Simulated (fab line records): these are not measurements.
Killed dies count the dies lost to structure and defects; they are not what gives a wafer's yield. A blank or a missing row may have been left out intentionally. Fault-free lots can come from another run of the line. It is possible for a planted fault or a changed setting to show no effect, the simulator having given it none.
Matching of chambers :: flow n5-finfet :: N5_BEOL_M2_ALD_84 on ald-metal-04: 4 sister chambers
The step deposits TaN, pulse time 2 s, purge time 3 s, co reactant purge time 2 s. 14 wafers are shown with their chamber, then 7 later ones without.

## WAFERS PAIRED WITH THEIR CHAMBERS
wafer: L076.1
chamber: 0
heater-power-w (W): 379

wafer: L076.4
chamber: 2
heater-power-w (W): 391

wafer: L076.6
chamber: 1
heater-power-w (W): 394

wafer: L077.1
chamber: 1
heater-power-w (W): 390

wafer: L077.4
chamber: 2
heater-power-w (W): 405

wafer: L077.5
chamber: 2
heater-power-w (W): 403

wafer: L080.2
chamber: 0
heater-power-w (W): 406

wafer: L080.4
chamber: 1
heater-power-w (W): 388

wafer: L080.5
chamber: 2
heater-power-w (W): 405

wafer: L086.3
chamber: 3
heater-power-w (W): 393

wafer: L086.4
chamber: 2
heater-power-w (W): 394

wafer: L086.6
chamber: 2
heater-power-w (W): 397

wafer: L088.1
chamber: 1
heater-power-w (W): 387

wafer: L088.4
chamber: 2
heater-power-w (W): 400

SIGNATURES, as means of the wafers listed above
reading: heater-power-w
chamber 0: 392.50
chamber 1: 389.75
chamber 2: 399.29
chamber 3: 393.00
scatter within a chamber: 7.58
Rule: for a wafer and a chamber, the distance is found by dividing, reading by reading, the gap between the wafer's reading and the chamber's mean by the reading's scatter, squaring, summing and taking the root. If the next closest chamber is less than 2 further off than the closest, the wafer can't be placed; otherwise it belongs to the closest. The scatter is the square root of a quotient: the sum, over the shown wafers, of each reading's squared deviation from its chamber's mean, divided by wafers minus chambers.

## WAFERS WITH NO CHAMBER GIVEN
wafer: L088.5
heater-power-w (W): 397

wafer: L090.2
heater-power-w (W): 409

wafer: L090.3
heater-power-w (W): 395

wafer: L090.6
heater-power-w (W): 383

wafer: L092.2
heater-power-w (W): 392

wafer: L092.4
heater-power-w (W): 375

wafer: L092.5
heater-power-w (W): 393

## THE CHAMBER EACH PASSED THROUGH
wafer: L088.5
from the rows above: can't be placed: 2 or 3 or 0 or 1
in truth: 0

wafer: L090.2
from the rows above: can't be placed: 2 or 3 or 0 or 1
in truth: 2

wafer: L090.3
from the rows above: can't be placed: 3 or 0 or 2 or 1
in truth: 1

wafer: L090.6
from the rows above: can't be placed: 1 or 0 or 3 or 2
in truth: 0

wafer: L092.2
from the rows above: can't be placed: 0 or 3 or 1 or 2
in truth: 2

wafer: L092.4
from the rows above: can't be placed: 1 or 0 or 3 or 2
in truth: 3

wafer: L092.5
from the rows above: can't be placed: 3 or 0 or 1 or 2
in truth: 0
0 of 7 placed correctly. These rows do not allow placing 7 (true chamber among the candidates in 7). Number placed wrongly: 0.
